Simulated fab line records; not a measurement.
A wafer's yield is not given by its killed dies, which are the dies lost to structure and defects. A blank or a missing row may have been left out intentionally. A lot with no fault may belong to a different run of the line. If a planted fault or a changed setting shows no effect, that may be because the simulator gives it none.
fab line records ; flow nand_harc
record: lots: 14; wafers: 42; last_day: 33
route steps=1302 shown A_BLC@1123 A_M0@1159
lots untouched by any fault: they come from a run of this same line in which no faults occurred
start_h: the number of hours between the record's first day and the start of the first shown wafer of the lot ; wait_h: hours from the lot's prior step to this one ; " same as the row above ; L1.1+2: a single row standing in for several wafers ; - no value present, or no start provided ; * or withheld: withheld ; < > ~ a bound
route shown NAME@n: NAME is a module with steps in the file, n the number in the route of the first one ; usual: the fault-free wafers' mean and standard deviation ; same: alike in all rows ; chamber/n: place in a boat ; sites: the reading at each site ; _std_site: how widely they spread, as a standard deviation ; _edge_site: the outer-site mean with the inner-site mean subtracted ; radius_mm: for every site, how far away it sits from the centre of the wafer ; mask NAME#n: copy n ; behind: the tool/chamber that last shaped the wafer ; hold: why the lot went on hold/how many hours it stayed there/how the hold came to an end ; device: transistor that didn't switch, given as n, p or np ; end of line: the tests these same wafers got at the end of their route ; a step without rows: its recipe alone ; killed: count of dies lost to structure and defects at first sort (not the wafer's yield) ; map: dies across one wafer; x = killed, . = not, _ = none there
set.NAME: setting as actually run; set.NAME@STEP: the setting as run at that earlier step ; model.NAME: the simulator's own value behind a step, which no gauge read
route steps across a sampled set of lots; one table per step, one row per wafer
services: when a tool's chamber went out of use (start_h, in hours from the record's first day, below 0 if earlier), for how many hours, and the reason
== steps ==
step: NHARC_A_BLC_ETCH_18
recipe: target_depth_a: 9100; c4f8_flow_sccm: 20; o2_flow_sccm: 10; ar_flow_sccm: withheld; rf_w: 600; bias_w: 1500; chemistry: C4F8/O2/Ar
usual: oes_product_au: 0.941/0.02; rf_fwd_power_W: 599.0/1.7; rf_vpp_V: 979/4.7
lot.wafer;tool;chamber;start_h;wait_h;oes_product_au;rf_fwd_power_W;rf_hours_counter_h;rf_vpp_V
L258.1;rie_diel-10;2;-;-;0.961;596.6;8;974
L258.3;rie_diel-10;0;-;-;0.981;598.5;8;974
L258.5;rie_diel-10;1;-;-;0.986;600.8;-;983
L259.4;rie_diel-10;2;-;-;0.924;599.0;9;974
L259.2;rie_diel-10;3;-;-;0.916;600.4;9;981
L259.5;rie_diel-10;0;-;-;0.934;599.8;-;974
L262.3;rie_diel-13;2;-;-;0.938;594.0;2;973
L262.1;rie_diel-13;0;-;-;0.920;597.0;1;972
L262.6;rie_diel-13;1;-;-;0.926;598.4;-;985
L261.3;rie_diel-10;1;-;-;0.967;598.8;12;981
L261.2;rie_diel-10;0;-;-;0.955;596.8;12;975
L261.6;rie_diel-10;2;-;-;0.952;602.1;-;974
L263.2;rie_diel-10;1;-;-;0.936;599.2;13;981
L263.1;rie_diel-10;2;-;-;0.936;601.9;13;974
L263.4;rie_diel-10;3;-;-;0.910;599.4;13;981
L264.3;rie_diel-12;1;-;-;0.928;600.3;39;984
L264.6;rie_diel-12;1;-;-;0.925;599.2;-;987
L264.5;rie_diel-12;2;-;-;0.938;597.9;-;975
L267.1;rie_diel-12;3;-;-;0.917;599.4;45;980
L267.4;rie_diel-12;1;-;-;0.925;600.2;51;984
L267.5;rie_diel-12;3;-;-;0.922;597.9;-;980
L268.3;rie_diel-10;3;-;-;0.971;595.6;2;981
L268.1;rie_diel-10;0;-;-;0.983;602.2;2;975
L268.6;rie_diel-10;2;-;-;0.965;597.6;-;975
L269.1;rie_diel-10;2;-;-;0.956;598.0;3;976
L269.4;rie_diel-10;3;-;-;0.950;599.0;3;980
L269.6;rie_diel-10;1;-;-;0.947;598.6;-;982
L277.1;rie_diel-10;0;-;-;0.962;599.6;6;974
L277.4;rie_diel-10;2;-;-;0.953;601.0;-;973
L277.6;rie_diel-10;3;-;-;0.944;597.4;-;982
L278.3;rie_diel-10;3;-;-;0.911;599.8;9;982
L278.2;rie_diel-10;1;-;-;0.907;598.8;7;980
L278.5;rie_diel-10;3;-;-;0.924;599.4;-;983
L279.1;rie_diel-12;1;-;-;0.909;600.7;31;983
L279.3;rie_diel-12;3;-;-;0.925;599.1;31;978
L279.6;rie_diel-12;0;-;-;0.929;599.8;-;986
L281.4;rie_diel-13;3;-;-;0.958;597.8;3;980
L281.2;rie_diel-13;0;-;-;0.980;598.4;3;972
L281.1;rie_diel-13;1;-;-;0.965;597.4;3;986
L280.2;rie_diel-12;3;-;-;0.932;597.9;40;979
L280.6;rie_diel-12;2;-;-;0.917;599.7;-;973
L280.5;rie_diel-12;3;-;-;0.932;602.2;-;978
step: NHARC_A_BLC_CMP_25
recipe: t_overpolish_s: 30; target_thk_nm: 150
usual: motor_current_A: 12.4/1.3; overpolish_run_s: 30.001/0.009; retaining_ring_pressure_frac: 1.000/0.0048; time_to_endpoint_s: 29/3.2
lot.wafer;tool;chamber;start_h;wait_h;motor_current_A;overpolish_run_s;retaining_ring_pressure_frac;time_to_endpoint_s
L258.3;cmp-03;1;522.29;0.3;11.4;30.018;1.003;28
L258.1;cmp-03;3;522.29;0.3;12.0;30.005;0.996;30
L258.5;cmp-03;0;522.29;0.3;12.7;30.004;1.001;29
L259.2;cmp-01;2;529.89;0.4;13.3;29.998;0.996;27
L259.4;cmp-01;0;529.89;0.4;12.8;29.993;1.011;27
L259.5;cmp-01;1;529.89;0.4;12.4;29.986;1.004;27
L262.1;cmp-03;1;558.92;0.4;10.7;30.014;0.997;20
L262.3;cmp-03;3;558.92;0.4;11.4;30.010;1.007;25
L262.6;cmp-03;0;558.92;0.4;12.8;30.011;0.998;26
L261.2;cmp-04;2;560.81;0.5;11.0;29.995;1.001;28
L261.3;cmp-04;3;560.81;0.5;11.9;29.997;1.004;29
L261.6;cmp-04;2;560.81;0.5;11.1;29.998;1.004;28
L263.4;cmp-03;3;579.24;0.2;12.2;30.012;0.996;29
L263.1;cmp-03;0;579.24;0.2;12.1;30.014;1.002;25
L263.2;cmp-03;1;579.24;0.2;10.5;29.993;1.002;27
L264.3;cmp-03;2;581.26;0.2;14.7;30.002;1.006;29
L264.6;cmp-03;2;581.26;0.2;15.9;29.997;1.006;28
L264.5;cmp-03;3;581.26;0.2;12.1;30.005;1.006;31
L267.4;cmp-03;3;611.01;0.3;11.9;30.011;0.999;27
L267.1;cmp-03;1;611.01;0.3;10.9;30.010;0.997;25
L267.5;cmp-03;3;611.01;0.3;11.9;30.011;0.997;29
L268.1;cmp-01;0;643.05;0.4;14.0;30.006;1.001;32
L268.3;cmp-01;3;643.05;0.4;12.2;30.001;1.002;33
L268.6;cmp-01;1;643.05;0.4;11.5;30.012;0.993;30
L269.4;cmp-01;1;644.43;0.3;11.6;29.999;1.008;29
L269.1;cmp-01;3;644.43;0.3;12.0;30.011;0.996;33
L269.6;cmp-01;1;644.43;0.3;11.4;30.009;1.005;30
L277.1;cmp-03;2;704.26;0.4;14.7;29.992;1.003;29
L277.4;cmp-03;1;704.26;0.4;10.8;29.998;0.999;28
L277.6;cmp-03;2;704.26;0.4;14.9;29.988;0.994;28
L278.3;cmp-03;3;725.31;0.3;11.9;29.994;1.004;32
L278.2;cmp-03;0;725.31;0.3;12.5;30.005;1.003;29
L278.5;cmp-03;3;725.31;0.3;12.0;30.004;1.001;30
L279.1;cmp-04;1;729.15;0.4;12.4;30.004;0.999;29
L279.3;cmp-04;3;729.15;0.4;12.1;29.982;1.004;30
L279.6;cmp-04;2;729.15;0.4;10.6;30.016;0.991;27
L281.1;cmp-04;0;748.72;0.4;13.7;29.986;0.999;30
L281.2;cmp-04;1;748.72;0.4;13.4;30.009;1.003;24
L281.4;cmp-04;2;748.72;0.4;10.7;30.019;1.005;24
L280.2;cmp-04;2;750.53;0.5;10.8;29.997;1.002;28
L280.5;cmp-04;3;750.53;0.5;12.1;29.994;0.994;29
L280.6;cmp-04;0;750.53;0.5;13.6;30.013;0.990;32
step: NHARC_A_M0_PVD_21
recipe: target_thk_a: 300; chamber_pressure_pa: 5; power_w: 5000; substrate_temp_c: 30; time_s: 20.49; material: Cu
usual: throttle_valve_pct: 30.1/0.79
lot.wafer;tool;chamber;start_h;wait_h;throttle_valve_pct
L258.3;pvd_sputter-01;-;-;-;31.0
L258.1;pvd_sputter-01;-;-;-;31.4
L258.5;pvd_sputter-01;-;-;-;29.5
L259.4;pvd_sputter-02;-;-;-;29.5
L259.2;pvd_sputter-02;-;-;-;30.2
L259.5;pvd_sputter-02;-;-;-;31.1
L262.3;pvd_sputter-03;-;-;-;31.0
L262.1;pvd_sputter-03;-;-;-;29.0
L262.6;pvd_sputter-03;-;-;-;30.5
L261.3;pvd_sputter-02;-;-;-;31.0
L261.2;pvd_sputter-02;-;-;-;29.5
L261.6;pvd_sputter-02;-;-;-;28.4
L263.1;pvd_sputter-03;-;-;-;30.3
L263.2;pvd_sputter-03;-;-;-;30.9
L263.4;pvd_sputter-03;-;-;-;28.8
L264.3;pvd_sputter-03;-;-;-;28.7
L264.6;pvd_sputter-03;-;-;-;30.5
L264.5;pvd_sputter-03;-;-;-;31.2
L267.1;pvd_sputter-03;-;-;-;29.2
L267.4;pvd_sputter-03;-;-;-;31.0
L267.5;pvd_sputter-03;-;-;-;29.1
L268.1;pvd_sputter-03;-;-;-;30.1
L268.3;pvd_sputter-03;-;-;-;30.7
L268.6;pvd_sputter-03;-;-;-;30.4
L269.1;pvd_sputter-01;-;-;-;29.5
L269.4;pvd_sputter-01;-;-;-;29.9
L269.6;pvd_sputter-01;-;-;-;30.8
L277.4;pvd_sputter-01;-;-;-;30.9
L277.1;pvd_sputter-01;-;-;-;29.3
L277.6;pvd_sputter-01;-;-;-;29.6
L278.2;pvd_sputter-03;-;-;-;30.0
L278.3;pvd_sputter-03;-;-;-;30.8
L278.5;pvd_sputter-03;-;-;-;30.7
L279.1;pvd_sputter-02;-;-;-;29.0
L279.3;pvd_sputter-02;-;-;-;30.4
L279.6;pvd_sputter-02;-;-;-;30.8
L281.4;pvd_sputter-02;-;-;-;28.8
L281.1;pvd_sputter-02;-;-;-;30.9
L281.2;pvd_sputter-02;-;-;-;30.6
L280.2;pvd_sputter-03;-;-;-;31.0
L280.5;pvd_sputter-03;-;-;-;30.1
L280.6;pvd_sputter-03;-;-;-;31.1
step: NHARC_A_M0_ECD_22
recipe: target_thk_a: 4000; bath_temp_c: 25; material: Cu
usual: bath_temp_c: 25.02/0.099
lot.wafer;tool;chamber;start_h;wait_h;bath_temp_c
L258.1;ecd_cu-02;1;524.92;-;25.20
L258.3;ecd_cu-02;1;524.92;-;25.14
L258.5;ecd_cu-02;0;524.92;-;25.20
L259.2;ecd_cu-02;0;532.61;-;24.99
L259.4;ecd_cu-02;1;532.61;-;24.98
L259.5;ecd_cu-02;1;532.61;-;25.19
L262.1;ecd_cu-02;1;561.65;-;24.92
L262.3;ecd_cu-02;1;561.65;-;25.00
L262.6;ecd_cu-02;0;561.65;-;24.92
L261.2;ecd_cu-02;1;563.59;-;25.07
L261.3;ecd_cu-02;1;563.59;-;25.10
L261.6;ecd_cu-02;0;563.59;-;24.88
L263.2;ecd_cu-01;1;581.93;-;25.02
L263.1;ecd_cu-01;0;581.93;-;25.02
L263.4;ecd_cu-01;1;581.93;-;25.02
L264.3;ecd_cu-01;1;584.15;-;25.01
L264.5;ecd_cu-01;1;584.15;-;25.18
L264.6;ecd_cu-01;0;584.15;-;24.95
L267.1;ecd_cu-01;1;613.66;-;24.91
L267.4;ecd_cu-01;1;613.66;-;25.08
L267.5;ecd_cu-01;1;613.66;-;24.79
L268.1;ecd_cu-01;1;645.83;-;25.08
L268.3;ecd_cu-01;1;645.83;-;25.01
L268.6;ecd_cu-01;0;645.83;-;24.98
L269.1;ecd_cu-01;0;647.29;-;24.96
L269.4;ecd_cu-01;1;647.29;-;24.94
L269.6;ecd_cu-01;1;647.29;-;24.97
L277.1;ecd_cu-02;0;707.17;-;25.02
L277.4;ecd_cu-02;1;707.17;-;24.97
L277.6;ecd_cu-02;1;707.17;-;24.94
L278.2;ecd_cu-01;1;728.10;-;24.92
L278.3;ecd_cu-01;1;728.10;-;24.79
L278.5;ecd_cu-01;1;728.10;-;24.87
L279.1;ecd_cu-02;1;731.92;-;25.07
L279.3;ecd_cu-02;1;731.92;-;25.13
L279.6;ecd_cu-02;0;731.92;-;25.17
L281.2;ecd_cu-01;1;751.48;-;25.06
L281.1;ecd_cu-01;0;751.48;-;24.98
L281.4;ecd_cu-01;0;751.48;-;25.16
L280.2;ecd_cu-01;0;753.28;-;24.95
L280.5;ecd_cu-01;0;753.28;-;25.09
L280.6;ecd_cu-01;1;753.28;-;24.90
step: NHARC_A_M0_CMP_23
recipe: t_overpolish_s: 20; target_thk_nm: 113.75
usual: motor_current_A: 12.2/1.2; retaining_ring_pressure_frac: 1.000/0.005; time_to_endpoint_s: 27.5/2.7
lot.wafer;tool;chamber;start_h;wait_h;motor_current_A;retaining_ring_pressure_frac;time_to_endpoint_s
L258.3;cmp-02;1;525.95;-;10.6;0.996;27.7
L258.1;cmp-02;0;525.95;-;11.0;1.003;25.9
L258.5;cmp-02;2;525.95;-;12.4;1.001;31.3
L259.4;cmp-03;3;533.57;-;11.8;1.001;29.8
L259.2;cmp-03;0;533.57;-;12.4;0.992;26.3
L259.5;cmp-03;2;533.57;-;14.7;0.999;26.5
L262.1;cmp-03;0;562.41;-;12.8;1.001;25.0
L262.3;cmp-03;1;562.41;-;11.0;1.009;24.5
L262.6;cmp-03;3;562.41;-;12.3;1.011;27.8
L261.2;cmp-01;0;564.37;-;13.6;0.993;25.7
L261.3;cmp-01;1;564.37;-;11.7;0.996;24.0
L261.6;cmp-01;2;564.37;-;13.5;1.013;23.0
L263.4;cmp-02;0;582.75;-;11.2;1.008;25.8
L263.2;cmp-02;1;582.75;-;11.4;0.996;24.9
L263.1;cmp-02;2;582.75;-;12.4;0.998;28.7
L264.3;cmp-02;0;584.85;-;11.2;1.001;28.2
L264.6;cmp-02;1;584.85;-;10.3;0.994;30.8
L264.5;cmp-02;2;584.85;-;12.5;1.000;31.8
L267.4;cmp-02;3;614.38;-;11.3;0.996;27.1
L267.1;cmp-02;0;614.38;-;10.7;0.999;28.1
L267.5;cmp-02;0;614.38;-;10.7;0.993;27.6
L268.3;cmp-03;3;646.58;-;11.8;1.000;25.7
L268.1;cmp-03;0;646.58;-;11.9;0.997;8.1
L268.6;cmp-03;2;646.58;-;15.1;0.995;25.3
L269.1;cmp-01;1;647.96;-;11.6;1.004;11.1
L269.4;cmp-01;3;647.96;-;12.1;0.998;29.5
L269.6;cmp-01;1;647.96;-;11.7;1.000;27.5
L277.1;cmp-01;1;707.87;-;11.5;0.994;25.2
L277.4;cmp-01;2;707.87;-;13.0;1.002;26.2
L277.6;cmp-01;0;707.87;-;13.0;0.993;29.0
L278.2;cmp-02;0;728.83;-;11.3;0.999;29.8
L278.3;cmp-02;1;728.83;-;11.0;1.001;28.4
L278.5;cmp-02;3;728.83;-;11.5;0.999;31.4
L279.3;cmp-02;3;732.64;-;11.5;0.996;30.8
L279.1;cmp-02;1;732.64;-;10.6;0.997;29.6
L279.6;cmp-02;3;732.64;-;11.6;1.003;33.1
L281.1;cmp-01;1;752.23;-;11.4;0.997;25.2
L281.2;cmp-01;2;752.23;-;14.0;1.001;27.8
L281.4;cmp-01;3;752.23;-;12.2;0.997;30.4
L280.2;cmp-01;3;754.13;-;12.5;1.005;29.5
L280.5;cmp-01;0;754.13;-;13.1;1.005;27.1
L280.6;cmp-01;1;754.13;-;12.0;1.001;25.2
== services ==
tool;chamber;start_h;hours;kind
cmp-02;-;501.71;0.6;repair
pvd_sputter-03;-;506.56;1.5;repair
ecd_cu-01;-;512.37;8.0;pm
rie_diel-10;1;515.02;2.5;repair
pvd_sputter-03;-;526.04;10.0;pm
cmp-03;-;554.12;4.0;pm
cmp-01;-;579.45;4.0;pm
cmp-03;-;587.84;7.6;repair
rie_diel-10;-;596.75;9.0;pm
cmp-01;-;597.02;3.1;repair
ecd_cu-01;-;621.14;1.8;repair
rie_diel-10;-;646.94;1.0;repair
cmp-03;-;652.12;4.0;pm
cmp-01;-;677.45;4.0;pm
rie_diel-10;0;683.58;6.6;repair
ecd_cu-01;-;688.37;8.0;pm
rie_diel-10;2;688.49;6.5;repair
rie_diel-10;1;701.33;9.6;repair
pvd_sputter-03;-;704.04;10.0;pm
cmp-03;-;706.42;1.7;repair
cmp-03;-;710.65;4.7;repair
rie_diel-10;1;716.64;3.2;repair
rie_diel-10;-;743.63;2.6;repair
cmp-03;-;750.12;4.0;pm
== key ==
first_sign: step: NHARC_A_M0_CMP_23; reading: time_to_endpoint_s; direction: down; sigmas: 6.6; usual: *; struck: *
effect none on later readings
met_at NHARC_A_M0_ECD_22
struck_lots L268,L269
struck_wafers L268.1,L269.1
sort_left_out L268.1,L269.1
not_acting_at NHARC_A_BLC_ETCH_18,NHARC_A_BLC_CMP_25,NHARC_A_M0_PVD_21
onset_between 613.66 645.83
fault: kind: process_parameter_drift; tool: ecd_cu-01; chamber: -; onset_h: 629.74; steps: NHARC_A_M0_ECD_22; channel: target_thk_a; offset: *; shape: step; end_h: 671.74; scope: struck_wafers_only; acts_in: *; stated: *
sort_left_out: the simulated sort isn't trusted on such a fault, so these wafers' sort isn't shown, and their yield isn't known
